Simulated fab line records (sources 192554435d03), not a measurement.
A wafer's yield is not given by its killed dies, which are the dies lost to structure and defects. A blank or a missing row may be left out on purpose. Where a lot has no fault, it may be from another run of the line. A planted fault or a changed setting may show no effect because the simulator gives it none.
fab line records	flow n5_finfet
record lots=7	wafers=21
route steps=1938 shown SD_EPI_P@295 SDB@349 MOL_CONTACT_COAG@518 BEOL_M0_SAQP@682
start_h: hours from the record's opening day to when the first of the lot's shown wafers began	wait_h: hours elapsed since this lot's preceding step	" unchanged from the row above	L1.1+2: one row covering several wafers at once	- either no value or no given start	* or withheld: withheld	< > ~ a bound
route shown NAME@n: names a module that has steps shown in the file, with the first one's number in the route	usual: mean and standard deviation over wafers with no fault	same: alike in all rows	chamber/n: place in a boat	sites: readings site by site	_std_site: the values' standard deviation	_edge_site: mean of outer sites minus mean of inner sites	radius_mm: how far each site lies from the wafer's centre	mask NAME#n: copy n	behind: the tool/chamber that last shaped the wafer	hold: why the lot was held/for how many hours/how that ended	device: transistor that didn't switch, given as n, p or np	end of line: tests run on the same wafers once the route is complete	a step given without rows: its recipe and nothing more	killed: at the first sort, the dies lost to defects and structure; wafer yield is something else	map: shows each die of a wafer: x if killed, . if not, _ if none is there
set.NAME: setting as actually run; set.NAME@STEP: the setting as run at that earlier step	model.NAME: the simulator's own value behind a step, which no gauge read
lots where settings were altered on purpose, with a table for each step and a row for each wafer
## steps
# step N5_SD_EPI_P_COAT_34
# recipe resist=SOC	temp_c=250	time_s=60	spin_rpm=1500	resist_thk_nm=350
lot.wafer	tool	chamber	start_h	wait_h	set.spin_rpm	model.SOC_of_SD_EPI_P_COAT_34.thk_nm
L078.1+6	litho_track-03	0	77.26	0.0	1500	350
L078.4	"	0	"	"	1640	335.4
L079.2+5	litho_track-05	0	85.20	0.0	1500	351.4
L079.3	"	0	"	"	1500	352.8
L089.2	litho_track-03	0	145.23	0.0	1414	361
L089.4	"	0	"	"	1414	360.8
L089.5	"	0	"	"	1500	350.4
L091.1	litho_track-05	0	153.72	0.0	1368	368
L091.3	"	0	"	"	1500	352
L091.4	"	0	"	"	1368	367
L092.2	litho_track-03	0	159.57	0.0	1500	350.2
L092.3	"	0	"	"	1594	340.8
L092.5	"	0	"	"	1594	341
L093.3	litho_track-04	0	166.97	0.0	1383	362.4
L093.5	"	0	"	"	1500	349.2
L093.6	"	0	"	"	1383	363
L097.2	litho_track-03	0	194.78	0.0	1500	349.4
L097.3	"	0	"	"	1500	351
L097.4	"	0	"	"	1500	350.6
# step N5_SDB_COAT_04
# recipe resist=SiARC	temp_c=220	time_s=60	spin_rpm=1500	resist_thk_nm=18
lot.wafer	tool	chamber	start_h	wait_h	set.spin_rpm	model.SiARC_of_SDB_COAT_04.thk_nm
L078.1+6	litho_track-02	0	-	-	1360	19
L078.4	"	0	"	"	1500	18
L079.2+5	litho_track-05	0	-	-	1558	17.8
L079.3	"	0	"	"	1500	18
L089.2+4+5	litho_track-01	0	-	-	1500	18
L091.1+3+4	litho_track-02	0	-	-	1500	18
L092.2+5	litho_track-02	0	-	-	1500	18
L092.3	"	0	"	"	1605	17.4
L093.3+5+6	litho_track-05	0	-	-	1500	18
L097.2	litho_track-01	0	-	-	1500	17.8
L097.3+4	"	0	"	"	1500	18
# step N5_SDB_COAT_05
# recipe resist=CAR-ArF	spin_rpm=1500	resist_thk_nm=90
# step N5_SDB_EBR_07
# recipe solvent=PGMEA	ebr_width_mm=1.5
# step N5_SDB_DESCUM_16
# recipe chemistry=O2	time_s=7.9	source_power_w=50	bias_power_w=20	pressure_mtorr=20	rf_frequency_hz=2.712e+07	temp_c=40	resist=CAR-ArF	o2_flow_sccm=225
# step N5_SDB_ETCH_17
# recipe chemistry=CF4	target=SiARC	target_depth_a=234	mask_material=CAR-ArF	time_s=39	ion_energy_ev=80	pressure_mtorr=40	source_w=545	bias_w=36	Ar_flow_sccm=100	cf4_flow_sccm=100	ends=cleared
# usual etch_rf_on_time_s=39.2/0.7
lot.wafer	tool	chamber	start_h	wait_h	set.spin_rpm@SDB_COAT_04	etch_rf_on_time_s	model.etch.depth_nm	model.CAR-ArF_of_SDB_COAT_05.thk_nm
L078.1	rie_diel-04	1	89.86	0.0	1360	41.1	19.02	65.6
L078.4	"	0	"	"	1500	38.9	18.02	66.6
L078.6	"	3	"	"	1360	42.1	18.92	65.6
L079.2	rie_diel-02	2	97.34	0.0	1558	38.3	17.73	67.4
L079.3	"	1	"	"	1500	41.0	18.06	67.2
L079.5	"	0	"	"	1558	39.2	17.73	67.6
L089.2	rie_diel-04	1	157.02	0.0	1500	39.2	18.04	67
L089.4	"	0	"	"	1500	39.4	17.93	67
L089.5	"	3	"	"	1500	40.0	17.98	67
L091.1	rie_diel-02	3	166.47	0.0	1500	38.3	17.98	67
L091.3	"	2	"	"	1500	38.8	17.91	67
L091.4	"	0	"	"	1500	38.9	17.96	67.2
L092.2	rie_diel-04	1	171.28	0.0	1500	39.0	17.97	67
L092.3	"	0	"	"	1605	37.9	17.39	67.4
L092.5	"	0	"	"	1500	39.5	18.03	66.8
L093.3	rie_diel-02	3	179.35	0.0	1500	38.8	18.07	67.2
L093.5	"	3	"	"	1500	38.7	18.07	67.4
L093.6	"	2	"	"	1500	39.3	18.03	67.2
L097.2	rie_diel-03	3	206.93	0.0	1500	39.3	17.89	66.8
L097.3	"	2	"	"	1500	39.4	17.93	67.2
L097.4	"	2	"	"	1500	39.1	17.93	67
# step N5_SDB_ETCH_18
# recipe chemistry=N2/H2	target=SOC	target_depth_a=1000	overetch_a=200	mask_material=SiARC	temp_c=40	time_s=150	ion_energy_ev=200	pressure_mtorr=30	source_w=840	bias_w=150	n2_flow_sccm=200	h2_flow_sccm=200
lot.wafer	tool	chamber	start_h	wait_h	set.spin_rpm@SDB_COAT_04	model.SiARC_of_SDB_COAT_04.thk_nm
L078.1	rie_diel-04	1	89.89	0.0	1360	13.6
L078.4	"	0	"	"	1500	12.8
L078.6	"	3	"	"	1360	13.8
L079.2+5	rie_diel-02	2,0	97.37	0.0	1558	12.6
L079.3	"	1	"	"	1500	13
L089.2+5	rie_diel-04	1,3	157.05	0.0	1500	12.8
L089.4	"	0	"	"	1500	12.6
L091.1+3+4	rie_diel-02	3,2,0	166.50	0.0	1500	12.6
L092.2	rie_diel-04	1	171.31	0.0	1500	12.6
L092.3	"	0	"	"	1605	12.2
L092.5	"	0	"	"	1500	12.8
L093.3	rie_diel-02	3	179.39	0.0	1500	12.6
L093.5+6	"	3,2	"	"	1500	12.8
L097.2	rie_diel-03	3	206.96	0.0	1500	12.8
L097.3+4	"	2	"	"	1500	12.6
# step N5_SDB_ALD_29
# recipe material=SiNx	target_thk_a=300	temp_c=400	ald_precursor_family=SiH2I2	ald_co_reactant=N2/H2-plasma	pulse_time_s=1	ald_cycles=600	purge_time_s=2	co_reactant_purge_time_s=2	pressure_torr=2
lot.wafer	tool	chamber	start_h	wait_h	set.ald_cycles	model.SiNx_of_SDB_ALD_29.thk_nm
L078.1	ald_sin-03	1	90.62	0.0	600	30.2
L078.4+6	"	3	"	"	641	32
L079.2+3	ald_sin-03	0,1	98.34	0.0	600	30.2
L079.5	"	1	99.70	1.4	600	30
L089.2+4+5	ald_sin-02	1,2,0	158.04	0.3	600	30
L091.1+3	ald_sin-04	0,2	167.49	0.0	600	30
L091.4	"	3	"	"	546	27.2
L092.2	ald_sin-02	3	172.11	0.1	600	30
L092.3	"	0	"	"	572	28.4
L092.5	"	3	173.47	1.5	600	30.2
L093.3	ald_sin-02	3	180.74	0.7	600	29.8
L093.5	"	2	182.09	2.0	678	34
L093.6	"	1	"	"	678	33.8
L097.2+3+4	ald_sin-02	3,2,1	207.75	0.1	600	30
# step N5_MOL_CONTACT_COAG_COAT_104
# recipe resist=SiARC	temp_c=220	time_s=60	spin_rpm=1500	resist_thk_nm=12
lot.wafer	tool	chamber	start_h	wait_h	set.spin_rpm	model.SiARC_of_MOL_CONTACT_COAG_COAT_104.thk_nm
L078.1	litho_track-02	0	-	-	1372	12.6
L078.4+6	"	0	"	"	1500	12
L079.2	litho_track-01	0	-	-	1500	12
L079.3+5	"	0	"	"	1352	12.6
L089.2+4+5	litho_track-02	0	-	-	1500	12
L091.1+3	litho_track-02	0	-	-	1402	12.4
L091.4	"	0	"	"	1500	12
L092.2+3+5	litho_track-03	0	-	-	1500	12
L093.3	litho_track-02	0	-	-	1641	11.4
L093.5+6	"	0	"	"	1500	12
L097.2+3+4	litho_track-02	0	-	-	1500	12
# step N5_MOL_CONTACT_COAG_EXPOSE_05
# recipe mask_id=CA	na=0.33	source_shape=annular	sigma_inner=0.4	sigma_outer=0.8	polarization=unpolarized	defocus_nm=0	dose_mj=38.25
lot.wafer	tool	chamber	start_h	wait_h	mask	set.dose_mj
L078.1+6	euv_scanner-02	0	111.14	-	CA#0	38.25
L078.4	"	0	"	"	CA#0	35.75
L079.2+3+5	euv_scanner-02	0	119.90	-	CA#0	38.25
L089.2+4+5	euv_scanner-01	0	178.66	-	CA#0	38.25
L091.1+4	euv_scanner-02	0	188.10	-	CA#0	36.69
L091.3	"	0	"	"	CA#0	38.25
L092.2+3	euv_scanner-01	0	192.79	-	CA#0	37.46
L092.5	"	0	"	"	CA#0	38.25
L093.3+5+6	euv_scanner-01	0	200.51	-	CA#0	38.25
L097.2+3+4	euv_scanner-02	0	228.03	-	CA#0	38.25
# step N5_MOL_CONTACT_COAG_PEB_06
# recipe peb_temp_c=100	peb_time_s=60	resist=CAR-EUV
# step N5_MOL_CONTACT_COAG_DEVELOP_07
# recipe develop_time_s=30	developer=TMAH	resist=CAR-EUV	rinse_liquid=surfactant_rinse	dry=air_spin	dev_temp_c=23
# step N5_MOL_CONTACT_COAG_CD_MEAS_08
# recipe target_cd_nm=28	landing_energy_ev=500	detector=se_inlens	polarity=opening
# usual cd_nm=27.93/0.24
lot.wafer	tool	chamber	start_h	wait_h	set.dose_mj@MOL_CONTACT_COAG_EXPOSE_05	cd_nm
L078.1	cd_sem-02	0	111.26	-	38.25	28.17
L078.4	"	0	"	"	35.75	26.35
L078.6	"	0	"	"	38.25	27.62
L079.2	cd_sem-03	0	120.02	-	38.25	27.79
L079.3	"	0	"	"	38.25	27.88
L079.5	"	0	"	"	38.25	28.04
L089.2	cd_sem-01	0	178.78	-	38.25	27.45
L089.4	"	0	"	"	38.25	27.76
L089.5	"	0	"	"	38.25	27.77
L091.1	cd_sem-02	0	188.22	-	36.69	27.02
L091.3	"	0	"	"	38.25	27.89
L091.4	"	0	"	"	36.69	27.32
L092.2	cd_sem-02	0	192.92	-	37.46	27.48
L092.3	"	0	"	"	37.46	27.36
L092.5	"	0	"	"	38.25	27.82
L093.3	cd_sem-03	0	200.63	-	38.25	27.63
L093.5	"	0	"	"	38.25	27.63
L093.6	"	0	"	"	38.25	27.97
L097.2	cd_sem-03	0	228.16	-	38.25	27.81
L097.3	"	0	"	"	38.25	28.43
L097.4	"	0	"	"	38.25	28.17
# step N5_MOL_CONTACT_COAG_DESCUM_13
# recipe chemistry=O2	time_s=7	source_power_w=50	bias_power_w=20	pressure_mtorr=20	rf_frequency_hz=2.712e+07	temp_c=40	resist=CAR-EUV	o2_flow_sccm=225
# step N5_MOL_CONTACT_COAG_ETCH_59
# recipe chemistry=N2/H2	target=underlayer	target_depth_a=130	mask_material=CAR-EUV	time_s=10.4	ion_energy_ev=200	pressure_mtorr=30	source_w=840	bias_w=150	n2_flow_sccm=200	h2_flow_sccm=200	ends=cleared
lot.wafer	tool	chamber	start_h	wait_h	set.dose_mj@MOL_CONTACT_COAG_EXPOSE_05	model.MOL_CONTACT_COAG.cd_offset_nm
L078.1	rie_diel-03	0	111.46	0.0	38.25	0
L078.4	"	3	"	"	35.75	-1.8
L078.6	"	1	"	"	38.25	-0.2
L079.2+3+5	rie_diel-02	2,3,0	121.10	0.0	38.25	-0.2
L089.2	rie_diel-03	1	179.05	0.0	38.25	0
L089.4	"	1	"	"	38.25	0.2
L089.5	"	3	"	"	38.25	-0.2
L091.1	rie_diel-03	2	188.38	0.0	36.69	-0.6
L091.3	"	3	"	"	38.25	0
L091.4	"	3	"	"	36.69	-1
L092.2	rie_diel-03	0	193.43	0.0	37.46	-0.6
L092.3	"	1	"	"	37.46	-0.8
L092.5	"	1	"	"	38.25	0
L093.3+5	rie_diel-02	2,3	200.78	0.0	38.25	-0.2
L093.6	"	2	"	"	38.25	0.2
L097.2	rie_diel-02	1	228.84	0.0	38.25	0.2
L097.3+4	"	2,0	"	"	38.25	0
# step N5_MOL_CONTACT_COAG_ETCH_105
# recipe chemistry=CF4	target=SiARC	target_depth_a=156	mask_material=CAR-EUV	time_s=26	ion_energy_ev=80	pressure_mtorr=40	source_w=545	bias_w=36	Ar_flow_sccm=100	cf4_flow_sccm=100	ends=cleared
lot.wafer	tool	chamber	start_h	wait_h	set.spin_rpm@MOL_CONTACT_COAG_COAT_104	model.etch.depth_nm
L078.1	rie_diel-03	0	111.48	0.0	1372	12.57
L078.4	"	3	"	"	1500	12.08
L078.6	"	1	"	"	1500	11.99
L079.2	rie_diel-02	2	121.12	0.0	1500	12.01
L079.3	"	3	"	"	1352	12.64
L079.5	"	0	"	"	1352	12.61
L089.2	rie_diel-03	1	179.06	0.0	1500	12.01
L089.4	"	1	"	"	1500	12.03
L089.5	"	3	"	"	1500	12.02
L091.1	rie_diel-03	2	188.40	0.0	1402	12.45
L091.3	"	3	"	"	1402	12.38
L091.4	"	3	"	"	1500	11.98
L092.2	rie_diel-03	0	193.45	0.0	1500	11.96
L092.3	"	1	"	"	1500	12
L092.5	"	1	"	"	1500	11.97
L093.3	rie_diel-02	2	200.80	0.0	1641	11.47
L093.5	"	3	"	"	1500	12.01
L093.6	"	2	"	"	1500	12.03
L097.2	rie_diel-02	1	228.85	0.0	1500	11.99
L097.3+4	"	2,0	"	"	1500	12.01
# step N5_MOL_CONTACT_COAG_ETCH_106
# recipe chemistry=N2/H2	target=SOC	target_depth_a=800	overetch_a=160	mask_material=SiARC	temp_c=40	time_s=120	ion_energy_ev=200	pressure_mtorr=30	source_w=840	bias_w=150	n2_flow_sccm=200	h2_flow_sccm=200
# step N5_MOL_CONTACT_COAG_STRIP_107
# recipe chemistry=N2/H2	temp_c=40	n2_flow_sccm=200	h2_flow_sccm=200	rf_frequency_hz=6e+07
# step N5_MOL_CONTACT_COAG_STRIP_108
# recipe chemistry=N2/H2	temp_c=40	n2_flow_sccm=200	h2_flow_sccm=200	rf_frequency_hz=6e+07
# step N5_MOL_CONTACT_COAG_CONTACT_ETCH_14
# recipe chemistry=C4F6/O2	target=SiO2	target_depth_a=275	overetch_a=85	mask_material=SOC	pressure_mtorr=30	source_w=370	bias_w=185	Ar_flow_sccm=300	C4F6_flow_sccm=16	O2_flow_sccm=10	time_s=20	ion_energy_ev=259.6
lot.wafer	tool	chamber	start_h	wait_h	set.dose_mj@MOL_CONTACT_COAG_EXPOSE_05	model.MOL_CONTACT_COAG.cd_offset_nm
L078.1	rie_diel-03	0	111.61	0.0	38.25	0.2
L078.4	"	3	"	"	35.75	-1.6
L078.6	"	1	"	"	38.25	-0.2
L079.2	rie_diel-02	2	121.25	0.0	38.25	-0.2
L079.3	"	3	"	"	38.25	0
L079.5	"	0	"	"	38.25	-0.6
L089.2	rie_diel-03	1	179.19	0.0	38.25	-0.2
L089.4+5	"	1,3	"	"	38.25	0
L091.1+4	rie_diel-03	2,3	188.53	0.0	36.69	-1
L091.3	"	3	"	"	38.25	0.2
L092.2	rie_diel-03	0	193.58	0.0	37.46	-0.6
L092.3	"	1	"	"	37.46	-0.8
L092.5	"	1	"	"	38.25	0
L093.3	rie_diel-02	2	200.93	0.0	38.25	-0.2
L093.5	"	3	"	"	38.25	-0.4
L093.6	"	2	"	"	38.25	0
L097.2+3	rie_diel-02	1,2	228.98	0.0	38.25	0.2
L097.4	"	0	"	"	38.25	-0.2
# step N5_MOL_CONTACT_COAG_STRIP_109
# recipe chemistry=C4F6/O2	resist=SiARC	rf_frequency_hz=6e+07
# step N5_MOL_CONTACT_COAG_ETCH_15
# recipe chemistry=CH3F/O2	target=SiNx	target_depth_a=70	mask_material=SOC	stop_on=Si:P	over_etch_frac=0.75	ion_energy_ev=120	pressure_mtorr=30	source_w=395	bias_w=73	Ar_flow_sccm=150	CH3F_flow_sccm=30	O2_flow_sccm=20
# step N5_MOL_CONTACT_COAG_ETCH_110
# recipe chemistry=CF4/O2	target=Si	target_depth_a=25	time_s=8	pressure_mtorr=100	source_w=200	bias_w=12	ion_energy_ev=60	Ar_flow_sccm=100	cf4_flow_sccm=100	O2_flow_sccm=10
lot.wafer	tool	chamber	start_h	wait_h	set.dose_mj@MOL_CONTACT_COAG_EXPOSE_05	model.MOL_CONTACT_COAG.cd_offset_nm
L078.1	rie_diel-03	0	111.71	0.0	38.25	0.4
L078.4	"	3	"	"	35.75	-1.6
L078.6	"	1	"	"	38.25	-0.2
L079.2+3	rie_diel-02	2,3	121.35	0.0	38.25	0
L079.5	"	0	"	"	38.25	-0.4
L089.2+5	rie_diel-03	1,3	179.29	0.0	38.25	-0.2
L089.4	"	1	"	"	38.25	0
L091.1	rie_diel-03	2	188.63	0.0	36.69	-1
L091.3	"	3	"	"	38.25	0
L091.4	"	3	"	"	36.69	-1.2
L092.2	rie_diel-03	0	193.67	0.0	37.46	-0.4
L092.3	"	1	"	"	37.46	-0.6
L092.5	"	1	"	"	38.25	0.2
L093.3	rie_diel-02	2	201.02	0.0	38.25	-0.2
L093.5	"	3	"	"	38.25	-0.6
L093.6	"	2	"	"	38.25	0
L097.2	rie_diel-02	1	229.08	0.0	38.25	0.2
L097.3	"	2	"	"	38.25	0.4
L097.4	"	0	"	"	38.25	-0.2
# step N5_MOL_CONTACT_COAG_STRIP_98
# recipe chemistry=N2/H2	power_w=500	temp_c=40	pressure_mtorr=50	rf_frequency_hz=6e+07	overash_fraction=0.3	bias_power_w=8	h2_frac=0.5	n2_flow_sccm=300	h2_flow_sccm=300
# step N5_MOL_CONTACT_COAG_CD_MEAS_99
# recipe target_cd_nm=17.2	polarity=opening
# usual cd_nm=17.1/0.3
lot.wafer	tool	chamber	start_h	wait_h	set.dose_mj@MOL_CONTACT_COAG_EXPOSE_05	cd_nm
L078.1	cd_sem-03	-	111.83	-	38.25	17.4
L078.4	"	-	"	"	35.75	15.6
L078.6	"	-	"	"	38.25	17.2
L079.2	cd_sem-01	-	121.47	-	38.25	17.3
L079.3	"	-	"	"	38.25	16.8
L079.5	"	-	"	"	38.25	16.7
L089.2	cd_sem-03	-	179.41	-	38.25	17.4
L089.4	"	-	"	"	38.25	17.3
L089.5	"	-	"	"	38.25	17.0
L091.1	cd_sem-03	-	188.74	-	36.69	16.2
L091.3	"	-	"	"	38.25	17.3
L091.4	"	-	"	"	36.69	15.5
L092.2	cd_sem-03	-	193.79	-	37.46	17.0
L092.3	"	-	"	"	37.46	16.7
L092.5	"	-	"	"	38.25	17.3
L093.3	cd_sem-02	-	201.15	-	38.25	17.1
L093.5	"	-	"	"	38.25	16.6
L093.6	"	-	"	"	38.25	17.4
L097.2	cd_sem-02	-	229.20	-	38.25	17.6
L097.3	"	-	"	"	38.25	17.4
L097.4	"	-	"	"	38.25	17.1
# step N5_MOL_CONTACT_COAG_ETCH_91
# recipe chemistry=N2/H2	target=SOC	target_depth_a=600	overetch_a=210	mask_material=SiARC	temp_c=40	time_s=101.2	ion_energy_ev=200	pressure_mtorr=30	source_w=840	bias_w=150	n2_flow_sccm=200	h2_flow_sccm=200
lot.wafer	tool	chamber	start_h	wait_h	set.time_s	model.SiARC_of_MOL_CONTACT_COAG_COAT_76.thk_nm
L078.1	rie_diel-03	3	121.95	0.0	108.6	5.6
L078.4	"	1	"	"	108.6	5.4
L078.6	"	2	"	"	101.2	5.6
L079.2	rie_diel-04	3	130.70	0.0	111.7	5.4
L079.3	"	2	"	"	101.2	5.8
L079.5	"	1	"	"	111.7	5.2
L089.2+4+5	rie_diel-04	1,1,2	191.77	0.0	101.2	5.8
L091.1	rie_diel-04	1	200.19	0.0	101.2	5.8
L091.3	"	3	"	"	92.29	6.2
L091.4	"	3	"	"	92.29	6.4
L092.2+3	rie_diel-02	2,0	203.25	0.0	101.2	5.8
L092.5	"	0	"	"	90.04	6.4
L093.3	rie_diel-04	0	209.72	0.0	117	5
L093.5	"	0	"	"	101.2	5.6
L093.6	"	1	"	"	117	5.2
L097.2	rie_diel-03	0	238.70	0.0	101.2	5.6
L097.3	"	3	"	"	101.2	6
L097.4	"	1	"	"	101.2	5.8
# step N5_MOL_CONTACT_COAG_ETCHBACK_135
# recipe chemistry=CHF3	target=SiO2	target_depth_a=250	time_s=16.7	ion_energy_ev=200	pressure_mtorr=30	source_w=610	bias_w=170	Ar_flow_sccm=200	CHF3_flow_sccm=50
lot.wafer	tool	chamber	start_h	wait_h	set.time_s	model.SOC_of_MOL_CONTACT_COAG_COAT_75.thk_nm
L078.1+6	rie_diel-03	3,2	122.04	0.0	15.41	57.6
L078.4	"	1	"	"	16.7	57.4
L079.2	rie_diel-04	3	130.79	0.0	16.7	57.4
L079.3+5	"	2,1	"	"	20.28	56.8
L089.2+4	rie_diel-04	1	191.91	0.0	16.7	57
L089.5	"	2	"	"	16.7	57.2
L091.1+3+4	rie_diel-04	1,3,3	200.28	0.0	18.39	57
L092.2	rie_diel-02	2	203.34	0.0	16.7	57.6
L092.3	"	0	"	"	17.75	57.4
L092.5	"	0	"	"	17.75	57.6
L093.3+5	rie_diel-04	0	209.81	0.0	14.32	57.8
L093.6	"	1	"	"	14.32	58
L097.2+4	rie_diel-03	0,1	238.79	0.0	16.7	57.2
L097.3	"	3	"	"	16.7	57.4
# step N5_MOL_CONTACT_COAG_CVD_140
# recipe material=W	target_thk_a=665	mode=selective_fill	temp_c=300	time_s=215
lot.wafer	tool	chamber	start_h	wait_h	set.target_thk_a	model.W_of_MOL_CONTACT_COAG_CVD_140.thk_nm
L078.1+4	cvd_w-01	0	124.10	0.1	665	67
L078.6	"	0	"	"	665	66.4
L079.2+3	cvd_w-01	1,0	132.79	0.1	665	66.8
L079.5	"	0	"	"	712.2	71.8
L089.2	cvd_w-01	1	194.23	0.1	720.2	71
L089.4	"	0	"	"	720.2	71.8
L089.5	"	1	"	"	665	65.4
L091.1	cvd_w-01	1	202.19	0.1	590.7	59.8
L091.3	"	0	"	"	590.7	60.8
L091.4	"	1	"	"	665	67.4
L092.2	cvd_w-02	0	205.24	0.1	665	65.8
L092.3	"	0	"	"	748.7	73.6
L092.5	"	1	"	"	665	66
L093.3	cvd_w-01	0	211.87	0.1	665	67.8
L093.5	"	0	"	"	665	67.2
L093.6	"	1	"	"	634.1	64
L097.2	cvd_w-02	0	240.77	0.1	665	66.4
L097.3	"	0	"	"	665	67.2
L097.4	"	1	"	"	665	66.8
# step N5_BEOL_M0_SAQP_COAT_87
# recipe resist=underlayer	temp_c=205	time_s=60	spin_rpm=1500	resist_thk_nm=5
lot.wafer	tool	chamber	start_h	wait_h	set.spin_rpm
L078.1+4+6	litho_track-04	0	-	-	1500
L079.2+5	litho_track-03	0	-	-	1500
L079.3	"	0	"	"	1580
L089.2+4	litho_track-03	0	-	-	1550
L089.5	"	0	"	"	1500
L091.1+3	litho_track-05	0	-	-	1500
L091.4	"	0	"	"	1643
L092.2+3	litho_track-05	0	-	-	1500
L092.5	"	0	"	"	1554
L093.3+5+6	litho_track-05	0	-	-	1500
L097.2+3+4	litho_track-04	0	-	-	1500
## key
split step=N5_SD_EPI_P_COAT_34	setting=spin_rpm	stated=1500	by=wafer
response step=N5_SD_EPI_P_COAT_34	reading=model.SOC_of_SD_EPI_P_COAT_34.thk_nm	change=-1.67	per=1%	r=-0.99
split step=N5_SDB_COAT_04	setting=spin_rpm	stated=1500	by=wafer
response step=N5_SDB_COAT_04	reading=model.SiARC_of_SDB_COAT_04.thk_nm	change=-0.0947	per=1%	r=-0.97
response step=N5_SDB_ETCH_17	reading=etch_rf_on_time_s	change=*	per=1%	r=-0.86
response step=N5_SDB_ETCH_17	reading=model.etch.depth_nm	change=-0.0951	per=1%	r=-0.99
response step=N5_SDB_ETCH_17	reading=model.CAR-ArF_of_SDB_COAT_05.thk_nm	change=+0.0926	per=1%	r=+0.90
response step=N5_SDB_ETCH_18	reading=model.SiARC_of_SDB_COAT_04.thk_nm	change=-0.089	per=1%	r=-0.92
split step=N5_SDB_ALD_29	setting=ald_cycles	stated=600	by=wafer
response step=N5_SDB_ALD_29	reading=model.SiNx_of_SDB_ALD_29.thk_nm	change=+0.31	per=1%	r=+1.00
split step=N5_MOL_CONTACT_COAG_COAT_104	setting=spin_rpm	stated=1500	by=wafer
response step=N5_MOL_CONTACT_COAG_COAT_104	reading=model.SiARC_of_MOL_CONTACT_COAG_COAT_104.thk_nm	change=-0.0641	per=1%	r=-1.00
response step=N5_MOL_CONTACT_COAG_ETCH_105	reading=model.etch.depth_nm	change=-0.0618	per=1%	r=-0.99
split step=N5_MOL_CONTACT_COAG_EXPOSE_05	setting=dose_mj	stated=38.25	by=wafer
response step=N5_MOL_CONTACT_COAG_CD_MEAS_08	reading=cd_nm	change=+0.218	per=1%	r=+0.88
response step=N5_MOL_CONTACT_COAG_ETCH_59	reading=model.MOL_CONTACT_COAG.cd_offset_nm	change=+0.249	per=1%	r=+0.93
response step=N5_MOL_CONTACT_COAG_CONTACT_ETCH_14	reading=model.MOL_CONTACT_COAG.cd_offset_nm	change=+0.264	per=1%	r=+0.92
response step=N5_MOL_CONTACT_COAG_ETCH_110	reading=model.MOL_CONTACT_COAG.cd_offset_nm	change=+0.268	per=1%	r=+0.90
response step=N5_MOL_CONTACT_COAG_CD_MEAS_99	reading=cd_nm	change=+0.28	per=1%	r=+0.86
split step=N5_MOL_CONTACT_COAG_ETCH_91	setting=time_s	stated=101.2	by=wafer
response step=N5_MOL_CONTACT_COAG_ETCH_91	reading=model.SiARC_of_MOL_CONTACT_COAG_COAT_76.thk_nm	change=-0.041	per=1%	r=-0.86
split step=N5_MOL_CONTACT_COAG_ETCHBACK_135	setting=time_s	stated=16.7	by=wafer
response step=N5_MOL_CONTACT_COAG_ETCHBACK_135	reading=model.SOC_of_MOL_CONTACT_COAG_COAT_75.thk_nm	change=-0.0269	per=1%	r=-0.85
split step=N5_MOL_CONTACT_COAG_CVD_140	setting=target_thk_a	stated=665	by=wafer
response step=N5_MOL_CONTACT_COAG_CVD_140	reading=model.W_of_MOL_CONTACT_COAG_CVD_140.thk_nm	change=+0.655	per=1%	r=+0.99
split step=N5_BEOL_M0_SAQP_COAT_87	setting=spin_rpm	stated=1500	by=wafer
response none in this file
